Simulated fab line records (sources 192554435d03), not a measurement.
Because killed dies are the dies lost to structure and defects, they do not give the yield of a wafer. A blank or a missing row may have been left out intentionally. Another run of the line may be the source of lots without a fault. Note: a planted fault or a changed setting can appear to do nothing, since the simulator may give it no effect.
A struck lot beside a sound one | flow n5-finfet | 18 steps out of a route of 1938
Sound: wafers L858.1, L858.3, L858.4. Struck: wafers L866.1, L866.5 (left out: L866.3, a lot-mate that was not struck); the cause follows at the end.
Per side, at each step with rows, come the tool, then ch with its chambers, and then its first start. Under that, the readings that differ: sound wafers | struck wafers | difference of the means | sigmas: that difference in standard deviations of wafers without a fault.
alike: words and numbers the same on both sides, and readings whose means are apart by under 2 such deviations; not compared: readings that were withheld, readings missing a value for some wafer, numbers with overlapping values and no deviation given by the record, and bounds like >300 which may hide the same value.
Wherever a step has rows on one side only, a row that says differs or no value, or a row with sigmas, the two part there. Numbers that don't overlap but have no deviation are shown without sigmas and don't part them. Lack of a reading on every wafer of one side parts them only where that side has two or more wafers.

N5_BEOL_M3_INSPECT_30: inspects for defects (brightfield).
  sound on defect-inspect-02, day 9 10:10; struck on defect-inspect-02, day 13 11:29
  alike: raw-defect-count
N5_BEOL_M3_DESCUM_33: chemistry O2, time 7 s.
  sound on rie-diel-02 ch 0,2,3, day 9 10:12; struck on rie-diel-04 ch 1,2, day 13 11:32
  alike: drypump-motor-current-A, o2-flow-sccm, oes-product-au, rf-vpp-V, showerhead-plenum-p-Torr, throttle-valve-pct
  not compared: rf-hours-counter-h
N5_BEOL_M3_ETCH_77: etches underlayer in N2/H2, target depth 6.5 nm, time 5.2 s.
  sound on rie-diel-02 ch 0,2,3, day 9 10:14; struck on rie-diel-04 ch 1,2, day 13 11:34
  alike: drypump-motor-current-A, etch-rf-on-time-s, oes-product-au, rf-vpp-V, showerhead-plenum-p-Torr, throttle-valve-pct
  not compared: rf-hours-counter-h
N5_BEOL_M3_ETCH_69: etches SiARC in CF4, target depth 15.6 nm, time 26 s.
  sound on rie-diel-02 ch 0,2,3, day 9 10:15; struck on rie-diel-04 ch 1,2, day 13 11:35
  alike: cf4-flow-sccm, drypump-motor-current-A, etch-rf-on-time-s, oes-product-au, rf-vpp-V, showerhead-plenum-p-Torr, throttle-valve-pct
  not compared: rf-hours-counter-h
then, 5 steps without rows for these wafers: N5_BEOL_M3_ALD_98 (deposits SiO2, target thk 2.5 nm, pulse time 1 s, co reactant pulse time 1 s); N5_BEOL_M3_ETCHBACK_99 (etches SiO2 in CHF3, target depth 5 nm, time 10.4 s); N5_BEOL_M3_ETCH_70 (etches SOC in N2/H2, target depth 80 nm, overetch 16 nm, time 120 s); N5_BEOL_M3_STRIP_71 (strips in N2/H2); N5_BEOL_M3_STRIP_78 (strips in N2/H2).
N5_BEOL_M3_VIA_ETCH_34: etches the open film in C4F6/O2, target depth 69.4 nm, time 65.9 s.
  sound on rie-diel-02 ch 0,1,2, day 10 08:55; struck on rie-diel-02 ch 0,1, day 13 22:26
  alike: drypump-motor-current-A, oes_f_703_au, oes-product-au, rf-vpp-V, run-length-s, showerhead-plenum-p-Torr, throttle-valve-pct
  not compared: rf-hours-counter-h
then, 1 step without rows for these wafers: N5_BEOL_M3_STRIP_83 (strips in C4F6/O2).
N5_BEOL_M3_STRIP_36: strips in N2/H2.
  sound on rie-diel-02 ch 0,1,2, day 10 08:58; struck on rie-diel-02 ch 0,1, day 13 22:30
  alike: drypump-motor-current-A, oes-product-au, rf-vpp-V, showerhead-plenum-p-Torr, throttle-valve-pct
  not compared: rf-hours-counter-h
N5_BEOL_M3_TRENCH_ETCH_37: etches SiOC in C4F6/O2, target depth 55.555 nm, time 29.2 s.
  sound on rie-diel-02 ch 0,1,2, day 10 09:01; struck on rie-diel-02 ch 0,1, day 13 22:32
  reading                             | sound            | struck      | difference | sigmas
  run-length-s (s)                    | 52.4 51.9 52.2   | 49.8 50.3   | -2.1       | -5
  model.BEOL_M3.feature-depth-nm (nm) | 55.8 54 55.8     | 49.2 50.8   | -5.2       |
  model.etch.depth-nm (nm)            | 55.8 53.98 55.79 | 49.16 50.88 | -5.17      |
  alike: drypump-motor-current-A, oes_f_703_au, oes-product-au, rf-vpp-V, showerhead-plenum-p-Torr, throttle-valve-pct
  not compared: rf-hours-counter-h
then, 2 steps without rows for these wafers: N5_BEOL_M3_ETCH_41 (etches SiCN in CH3F/O2, target depth 29.9 nm, time 52.5 s); N5_BEOL_M3_STRIP_97 (strips in N2/H2, time 10 s).
N5_BEOL_M3_OCD_MEAS_38:
  sound on ocd-02, day 10 09:10; struck on ocd-01, day 13 22:41
  reading              | sound          | struck    | difference | sigmas
  trench-depth-nm (nm) | 56.1 53.9 55.4 | 49.4 50.9 | -5.0       | -6
then, 1 step without rows for these wafers: N5_BEOL_M3_HM_STRIP_39 (strips TiN in peroxide tin strip, target depth 25 nm, time 158 s).
N5_BEOL_M4_RC_MEAS_101:
  sound on prober-02 ch 0, day 11 07:45; struck on prober-02 ch 0, day 15 04:56
  reading       | sound          | struck    | difference | sigmas
  SS_N (mV/dec) | 71.9 72.0 72.8 | 70.9 70.9 | -1.3       | -3
  alike: DIBL_N, DIBL_P, IOFF_N, IOFF_P, ION_N, ION_P, SS_P, VT_N, VT_P

## WHERE THEY PART
At N5_BEOL_M3_TRENCH_ETCH_37 first; at N5_BEOL_M4_RC_MEAS_101 last (within this record only).

WHY: what had been put in by the simulator
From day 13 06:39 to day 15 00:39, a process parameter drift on rie-diel-02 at N5_BEOL_M3_TRENCH_ETCH_37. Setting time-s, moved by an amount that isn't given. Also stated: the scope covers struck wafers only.
